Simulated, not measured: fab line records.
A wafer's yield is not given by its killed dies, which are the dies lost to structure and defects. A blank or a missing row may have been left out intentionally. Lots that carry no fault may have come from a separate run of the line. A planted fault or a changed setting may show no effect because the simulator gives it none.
fab line records | flow n5Finfet | part 2 of 2: steps 19 to 25 of 25
record: lots: 5 | wafers: 15 | lastDay: 18
route steps=1938 shown HKMG_FIN@426
lots untouched by any fault: they come from a run of this same line in which no faults occurred
startH: hours from the record's first day to the start of the lot's first wafer shown | waitH: hours from the lot's prior step to this one | " repeats the value in the row above | L1.1+2: a single row standing in for several wafers | - no value present, or no start provided | * or withheld: withheld | < > ~ a bound
route shown NAME@n: names a module that has steps shown in the file, with the first one's number in the route | usual: average and standard deviation across the fault-free wafers | same: alike in all rows | chamber/n: place in a boat | sites: per-site readings | _std_site: standard deviation across them | _edge_site: outer sites' mean less inner sites' | radiusMm: how far each site lies from the wafer's centre | mask NAME#n: copy n | behind: the last tool/chamber to shape the wafer | hold: what put the lot on hold/how long, in hours/how the hold closed | device: transistor that didn't switch, given as n, p or np | end of line: the tests these same wafers got at the end of their route | step lacking rows: just its recipe | killed: count of dies lost to structure and defects at first sort (not the wafer's yield) | map: shows each die of a wafer: x if killed, . if not, _ if none is there
set.NAME: setting as actually run; set.NAME@STEP: the setting as run at that earlier step | model.NAME: the simulator's own value behind a step, which no gauge read
a table for each step, a row for each wafer; lots at some steps of the route
services: when a tool's chamber went out of use (startH, in hours from the record's first day, below 0 if earlier), for how many hours, and the reason
== steps ==
step: N5_HKMG_FIN_ETCH_86
recipe: chemistry: N2/H2 | target: SOC | targetDepthA: 3932 | stopOn: TiN | ionEnergyEv: 100 | biasW: 61 | pressureMtorr: 30 | sourceW: 850 | n2FlowSccm: 200 | h2FlowSccm: 200
usual: chamberPressureMTorr: 30.005/0.028 | drypumpMotorCurrentA: 5.8/0.36 | oesProductAu: 0.80/0.089 | rfVppV: 241.0/1.4 | showerheadPlenumPTorr: 2.55/0.091 | throttleValvePct: 17.79/0.25
lot.wafer | tool       | chamber | startH | waitH | chamberPressureMTorr | drypumpMotorCurrentA | oesProductAu | rfHoursCounterH | rfVppV | showerheadPlenumPTorr | throttleValvePct
L074.2    | rieDiel-03 | 1       | 75.14  | -     | 29.999               | 5.4                  | 0.72         | 176             | 240.1  | 2.39                  | 17.80
L074.4    | "          | 0       | "      | "     | 30.024               | 5.5                  | 0.73         | 155             | 242.1  | 2.63                  | 18.11
L074.6    | "          | 2       | "      | "     | 30.007               | 5.7                  | 0.76         | -               | 241.4  | 2.45                  | 17.83
L078.1    | rieDiel-03 | 2       | 109.63 | -     | 30.003               | 5.7                  | 0.75         | 147             | 239.9  | 2.45                  | 17.84
L078.3    | "          | 0       | "      | "     | 29.989               | 5.6                  | 0.72         | 166             | 243.1  | 2.63                  | 18.13
L078.6    | "          | 3       | "      | "     | 30.011               | 5.7                  | 0.87         | -               | 242.2  | 2.59                  | 17.59
L084.2    | rieDiel-01 | 0       | 137.35 | -     | 30.031               | 6.2                  | 0.81         | 101             | 241.6  | 2.55                  | 17.76
L084.5    | "          | 3       | "      | "     | 29.998               | 5.2                  | 0.66         | -               | 237.5  | 2.39                  | 18.01
L084.6    | "          | 0       | "      | "     | 30.017               | 6.2                  | 0.80         | -               | 240.7  | 2.55                  | 17.74
L085.1    | rieDiel-01 | 1       | 150.51 | -     | 29.956               | 5.9                  | 0.80         | 93              | 241.7  | 2.67                  | 17.58
L085.2    | "          | 3       | "      | "     | 30.016               | 5.1                  | 0.65         | 252             | 238.5  | 2.39                  | 18.01
L085.4    | "          | 0       | "      | "     | 30.031               | 6.2                  | 0.80         | -               | 241.3  | 2.54                  | 17.77
L096.4    | rieDiel-01 | 2       | 217.92 | -     | 29.937               | 6.2                  | 0.91         | 31              | 242.2  | 2.58                  | 17.68
L096.5    | "          | 3       | "      | "     | 29.998               | 5.1                  | 0.91         | -               | 244.4  | 2.70                  | 17.55
L096.6    | "          | 2       | "      | "     | 30.026               | 6.2                  | 0.90         | -               | 242.3  | 2.58                  | 17.71
step: N5_HKMG_FIN_STRIP_89
recipe: chemistry: N2/H2 | material: SOC | timeS: 20 | powerW: 500 | tempC: 40 | pressureMtorr: 50 | rfFrequencyHz: 6e+07 | biasPowerW: 8 | h2Frac: 0.5 | n2FlowSccm: 300 | h2FlowSccm: 300
usual: chamberPressureMTorr: 50.00/0.042 | drypumpMotorCurrentA: 5.8/0.36 | oesProductAu: 0.82/0.098 | rfVppV: 54.2/0.81 | showerheadPlenumPTorr: 3.37/0.12 | throttleValvePct: 18.9/0.35
lot.wafer | tool       | chamber | startH | waitH | chamberPressureMTorr | drypumpMotorCurrentA | oesProductAu | rfHoursCounterH | rfVppV | showerheadPlenumPTorr | throttleValvePct
L074.2    | rieDiel-03 | 1       | 75.20  | 0.0   | 49.93                | 5.4                  | 0.75         | 176             | 54.6   | 3.17                  | 18.9
L074.4    | "          | 0       | "      | "     | 50.02                | 5.6                  | 0.75         | 156             | 54.2   | 3.48                  | 19.3
L074.6    | "          | 2       | "      | "     | 50.00                | 5.7                  | 0.78         | -               | 52.9   | 3.24                  | 19.4
L078.1    | rieDiel-03 | 2       | 109.69 | 0.0   | 49.97                | 5.7                  | 0.77         | 147             | 54.5   | 3.24                  | 19.4
L078.3    | "          | 0       | "      | "     | 50.00                | 5.5                  | 0.74         | 166             | 53.8   | 3.47                  | 19.3
L078.6    | "          | 3       | "      | "     | 49.98                | 5.6                  | 0.92         | -               | 52.9   | 3.42                  | 18.8
L084.2    | rieDiel-01 | 0       | 137.41 | 0.0   | 49.94                | 6.2                  | 0.83         | 102             | 53.5   | 3.36                  | 18.9
L084.5    | "          | 3       | "      | "     | 50.02                | 5.2                  | 0.67         | -               | 53.9   | 3.17                  | 19.1
L084.6    | "          | 0       | "      | "     | 50.01                | 6.2                  | 0.83         | -               | 54.4   | 3.36                  | 18.9
L085.1    | rieDiel-01 | 1       | 150.57 | 0.0   | 49.99                | 5.9                  | 0.80         | 93              | 55.0   | 3.51                  | 18.6
L085.2    | "          | 3       | "      | "     | 50.01                | 5.1                  | 0.66         | 252             | 53.4   | 3.16                  | 19.2
L085.4    | "          | 0       | "      | "     | 50.02                | 6.2                  | 0.83         | -               | 52.9   | 3.36                  | 18.9
L096.4    | rieDiel-01 | 2       | 217.98 | 0.0   | 49.98                | 6.2                  | 0.94         | 31              | 53.7   | 3.40                  | 18.8
L096.5    | "          | 3       | "      | "     | 50.06                | 5.1                  | 0.94         | -               | 53.1   | 3.56                  | 18.7
L096.6    | "          | 2       | "      | "     | 49.95                | 6.2                  | 0.93         | -               | 54.0   | 3.40                  | 18.9
step: N5_HKMG_FIN_WET_ETCH_87
recipe: chemistry: SC1 | target: TiN | mix: 1:2:40 | tempC: 50 | timeS: 154.2 | targetDepthNm: 4.7 | dry: ipaMarangoni | rinseTimeS: 30 | rinseTempC: 23
usual: rinseTempC: 22.99/0.1
lot.wafer | tool        | chamber | startH | waitH | rinseTempC
L074.2    | wetBench-01 | 6       | 75.30  | 0.1   | 22.97
L074.4    | "           | 5       | "      | "     | 23.17
L074.6    | "           | 7       | "      | "     | 22.96
L078.1    | wetBench-03 | 7       | 109.79 | 0.1   | 22.94
L078.3    | "           | 5       | "      | "     | 22.86
L078.6    | "           | 4       | "      | "     | 23.03
L084.2    | wetBench-05 | 0       | 137.52 | 0.1   | 22.98
L084.5    | "           | 3       | "      | "     | 22.75
L084.6    | "           | 1       | "      | "     | 23.13
L085.1    | wetBench-01 | 2       | 150.67 | 0.1   | 22.96
L085.2    | "           | 6       | "      | "     | 22.99
L085.4    | "           | 0       | "      | "     | 22.97
L096.4    | wetBench-01 | 6       | 218.08 | 0.1   | 23.10
L096.5    | "           | 3       | "      | "     | 22.96
L096.6    | "           | 1       | "      | "     | 23.09
step: N5_HKMG_FIN_STRIP_88
recipe: chemistry: N2/H2 | powerW: 2500 | tempC: 300 | h2Frac: 0.65 | timeS: 360 | pressureMtorr: withheld | n2FlowSccm: 1750 | h2FlowSccm: 3250
usual: drypumpMotorCurrentA: 5.5/0.45 | heaterPowerW: 458/37
lot.wafer | tool           | chamber | startH | waitH | drypumpMotorCurrentA | heaterPowerW | rfHoursCounterH
L074.2    | plasmaAsher-02 | 0       | 75.39  | 0.0   | 5.5                  | 466          | 36
L074.4    | "              | 0       | "      | "     | 5.5                  | 474          | -
L074.6    | "              | 0       | "      | "     | 5.5                  | 467          | -
L078.1    | plasmaAsher-01 | 1       | 109.89 | 0.0   | 5.0                  | 505          | 102
L078.3    | "              | 0       | "      | "     | 6.1                  | 402          | -
L078.6    | "              | 0       | "      | "     | 6.2                  | 402          | -
L084.2    | plasmaAsher-02 | 1       | 137.61 | 0.0   | 5.6                  | 469          | 46
L084.5    | "              | 0       | "      | "     | 5.5                  | 460          | -
L084.6    | "              | 1       | "      | "     | 5.6                  | 486          | -
L085.1    | plasmaAsher-01 | 1       | 150.76 | 0.0   | 4.9                  | 501          | 109
L085.2    | "              | 0       | "      | "     | 6.2                  | 404          | 109
L085.4    | "              | 1       | "      | "     | 5.0                  | 503          | -
L096.4    | plasmaAsher-01 | 0       | 218.29 | 0.1   | 6.2                  | 408          | -
L096.5    | "              | 1       | "      | "     | 4.9                  | 500          | -
L096.6    | "              | 0       | "      | "     | 6.2                  | 394          | -
step: N5_HKMG_FIN_NWFM_ALD_20
recipe: material: TiAlC | targetThkA: 20 | tempC: 300 | aldPrecursorFamily: TiCl4 | aldCoReactant: TEA | pulseTimeS: 3 | purgeTimeS: 2 | coReactantPurgeTimeS: 2 | coReactantPulseTimeS: 10 | aldCycles: 7 | pressureTorr: 3
usual: heaterPowerW: 500/40 | precursorPulseHeightRel: 1.000/0.021 | susceptorTempC: 299.98/0.2
lot.wafer | tool        | chamber | startH | waitH | heaterPowerW | precursorPulseHeightRel | sinceWetCleanH | susceptorTempC
L074.2    | aldMetal-04 | 3       | 75.77  | 0.3   | 462          | 1.010                   | 5893           | 300.18
L074.4    | "           | 1       | "      | "     | 502          | 1.016                   | 5893           | 299.99
L074.6    | "           | 2       | "      | "     | 540          | 1.026                   | -              | 299.83
L078.1    | aldMetal-01 | 3       | 110.27 | 0.3   | 518          | 1.008                   | 2850           | 299.79
L078.3    | "           | 1       | "      | "     | 487          | 0.962                   | 2850           | 300.05
L078.6    | "           | 3       | "      | "     | 521          | 1.015                   | -              | 300.10
L084.2    | aldMetal-04 | 0       | 137.99 | 0.3   | 488          | 1.020                   | 5955           | 300.28
L084.5    | "           | 3       | "      | "     | 468          | 0.994                   | -              | 299.89
L084.6    | "           | 0       | "      | "     | 472          | 1.015                   | -              | 300.22
L085.1    | aldMetal-03 | 1       | 151.14 | 0.3   | 561          | 1.008                   | 4429           | 300.04
L085.2    | "           | 3       | "      | "     | 494          | 1.028                   | 4429           | 300.22
L085.4    | "           | 0       | "      | "     | 444          | 0.991                   | 4429           | 299.83
L096.4    | aldMetal-04 | 1       | 218.55 | 0.1   | 484          | 1.012                   | 6035           | 300.22
L096.5    | "           | 1       | "      | "     | 487          | 1.029                   | -              | 300.24
L096.6    | "           | 2       | "      | "     | 555          | 1.010                   | -              | 300.07
step: N5_HKMG_FIN_ALD_71
recipe: material: TiN | targetThkA: 10 | tempC: 400 | aldPrecursorFamily: TiCl4 | aldCoReactant: NH3 | pulseTimeS: 1 | purgeTimeS: 3 | coReactantPurgeTimeS: 2 | coReactantPulseTimeS: 2 | aldCycles: 47 | pressureTorr: 3
usual: heaterPowerW: 892/72 | precursorPulseHeightRel: 1.000/0.019 | susceptorTempC: 400.02/0.2
lot.wafer | tool        | chamber | startH | waitH | heaterPowerW | precursorPulseHeightRel | sinceWetCleanH | susceptorTempC
L074.2    | aldMetal-04 | 3       | 75.87  | 0.0   | 829          | 1.015                   | 5893           | 400.00
L074.4    | "           | 1       | "      | "     | 868          | 1.025                   | 5893           | 399.96
L074.6    | "           | 2       | "      | "     | 1009         | 0.998                   | -              | 399.82
L078.1    | aldMetal-01 | 3       | 110.37 | 0.0   | 923          | 0.936                   | 2850           | 399.99
L078.3    | "           | 1       | "      | "     | 859          | 0.968                   | 2850           | 399.88
L078.6    | "           | 3       | "      | "     | 915          | 1.009                   | -              | 400.00
L084.2    | aldMetal-04 | 0       | 138.09 | 0.0   | 874          | 1.023                   | 5955           | 400.25
L084.5    | "           | 3       | "      | "     | 839          | 1.005                   | -              | 400.12
L084.6    | "           | 0       | "      | "     | 870          | 1.010                   | -              | 400.00
L085.1    | aldMetal-03 | 1       | 151.24 | 0.0   | 989          | 0.974                   | 4430           | 400.22
L085.2    | "           | 3       | "      | "     | 876          | 1.002                   | 4430           | 400.15
L085.4    | "           | 0       | "      | "     | 789          | 0.984                   | 4430           | 400.04
L096.4    | aldMetal-04 | 1       | 218.65 | 0.0   | 869          | 1.012                   | 6035           | 399.78
L096.5    | "           | 1       | "      | "     | 877          | 0.970                   | -              | 399.71
L096.6    | "           | 2       | "      | "     | 970          | 0.982                   | -              | 399.94
step: N5_HKMG_FIN_COAT_66
recipe: resist: SOC | tempC: 250 | timeS: 60 | spinRpm: 1500 | resistThkNm: 300
lot.wafer  | tool          | chamber | startH | waitH
L074.2+4+6 | lithoTrack-02 | 0       | 76.15  | 0.2
L078.1+3+6 | lithoTrack-05 | 0       | 110.65 | 0.2
L084.2+5+6 | lithoTrack-04 | 0       | 138.37 | 0.2
L085.1+2+4 | lithoTrack-04 | 0       | 151.51 | 0.2
L096.4+5+6 | lithoTrack-02 | 0       | 218.94 | 0.2
== services ==
tool           | chamber | startH | hours | kind
plasmaAsher-01 | -       | 51.81  | 2.8   | pm
rieDiel-03     | 1       | 52.70  | 4.1   | repair
rieDiel-03     | 2       | 60.98  | 1.8   | repair
aldMetal-03    | -       | 68.37  | 2.9   | repair
arfiScanner-02 | -       | 74.55  | 1.0   | pm
plasmaAsher-02 | -       | 84.93  | 11.0  | repair
rieDiel-01     | -       | 87.14  | 1.0   | repair
aldMetal-04    | 0       | 122.42 | 2.0   | repair
arfiScanner-01 | -       | 123.79 | 1.3   | pm
aldMetal-03    | 0       | 127.05 | 11.6  | repair
arfiScanner-01 | -       | 137.52 | 3.1   | pm
aldMetal-04    | 0       | 138.99 | 24.5  | repair
aldMetal-04    | 3       | 140.65 | 11.8  | repair
rieDiel-01     | -       | 141.22 | 1.0   | repair
rieDiel-05     | -       | 143.37 | 14.6  | pm
arfiScanner-02 | -       | 144.56 | 1.3   | pm
arfiScanner-02 | -       | 148.11 | 2.1   | repair
rieDiel-03     | 3       | 149.91 | 2.5   | repair
arfiScanner-01 | -       | 151.51 | 0.8   | pm
arfiScanner-01 | -       | 173.36 | 1.0   | pm
rieDiel-05     | -       | 180.40 | 15.6  | pm
aldMetal-01    | 1       | 190.98 | 1.6   | repair
aldMetal-04    | -       | 202.39 | 0.8   | repair
aldMetal-04    | -       | 207.84 | 2.8   | pm
